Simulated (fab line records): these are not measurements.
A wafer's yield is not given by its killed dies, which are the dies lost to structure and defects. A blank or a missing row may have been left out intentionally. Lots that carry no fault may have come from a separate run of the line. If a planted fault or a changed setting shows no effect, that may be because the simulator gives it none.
A single fault, viewed from 2 desks + flow n5 finfet + each desk has only its own numbers; what lay behind them comes last

THE DEFECT DESK
Counts from the inspections along the route, per lot, as means over the sampled wafers that have a number. A lot is out of limits, marked OUT, if its mean lies more than 4 standard deviations from the usual mean; the brackets give that distance.
Columns: A = raw defect count at N5_BEOL_M10_INSPECT_13, usual 403
| lot  | first seen here | A   |
|------|-----------------|-----|
| L529 | day 11 15:21    | 557 |
| L530 | day 11 19:49    | 408 |
| L532 | day 12 20:56    | 491 |
| L539 | day 14 03:05    | 303 |
| L541 | day 14 10:56    | 415 |
| L542 | day 14 19:56    | 347 |
| L543 | day 15 08:40    | 341 |
| L546 | day 15 15:39    | 413 |
| L549 | day 16 06:31    | 373 |
| L552 | day 17 22:49    | 357 |
This desk's verdict: no lot among the 10 shows anything out of limits.

THE TOOL OWNER'S DESK: rie diel-04
The tool's own readings at N5_BEOL_M10_VIA_ETCH_34 (etches SiCOH lowk in C4F6/O2, target depth 184.5 nm, time 69.2 s): means of the sampled wafers that have a number, for each lot that ran on this tool. A lot is out of limits, marked OUT, if its mean lies more than 4 standard deviations from the usual mean; the brackets give that distance. Shown are 7 of the 9 readings it has, namely the first that went out of limits plus those furthest out on some lot.
Columns: A = C4F6_flow_sccm at N5_BEOL_M10_VIA_ETCH_34, usual 9.998 sccm; B = oes_f_703_au at N5_BEOL_M10_VIA_ETCH_34, usual 0.81 a.u.; C = oes_o_777_au at N5_BEOL_M10_VIA_ETCH_34, usual 0.81 a.u.; D = oes product au at N5_BEOL_M10_VIA_ETCH_34, usual 0.82 a.u.; E = rf fwd power W at N5_BEOL_M10_VIA_ETCH_34, usual 341.7 W; F = rf vpp V at N5_BEOL_M10_VIA_ETCH_34, usual 669 V; G = showerhead plenum p Torr at N5_BEOL_M10_VIA_ETCH_34, usual 2.90 Torr
| lot  | first seen here | A      | B               | C               | D    | E               | F             | G    |
|------|-----------------|--------|-----------------|-----------------|------|-----------------|---------------|------|
| L530 | day 12 01:14    | 10.014 | 0.84            | 0.84            | 0.85 | 341.0           | 670           | 2.89 |
| L539 | day 14 05:01    | 9.978  | 0.58 (-4.1) OUT | 0.60            | 0.76 | 259.3 (-63) OUT | 770 (+14) OUT | 2.88 |
| L541 | day 14 13:13    | 9.981  | 0.55 (-4.7) OUT | 0.58 (-4.4) OUT | 0.74 | 260.0 (-63) OUT | 775 (+15) OUT | 2.79 |
This desk's verdict: out of limits on L539, L541, starting with L539 at day 14 05:01 (oes_f_703_au at N5_BEOL_M10_VIA_ETCH_34). In limits: L530.

PUT TOGETHER
At day 14 05:01, on L539, L541, the tool owner's desk was in a position to raise an alarm.
Nothing the defect desk looked at was out of limits.
The defect desk has L539, L541 on record, within its limits.
Every lot named ran N5_BEOL_M10_VIA_ETCH_34 on rie diel-04.

WHAT HAD BEEN PUT IN BY THE SIMULATOR
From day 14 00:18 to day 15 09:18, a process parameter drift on rie diel-04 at N5_BEOL_M10_VIA_ETCH_34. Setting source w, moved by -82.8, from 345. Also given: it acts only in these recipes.
Shown lots that were struck: L539, L541.
Hours from the fault's start to each desk's first reading out of limits: the tool owner's desk, 5.
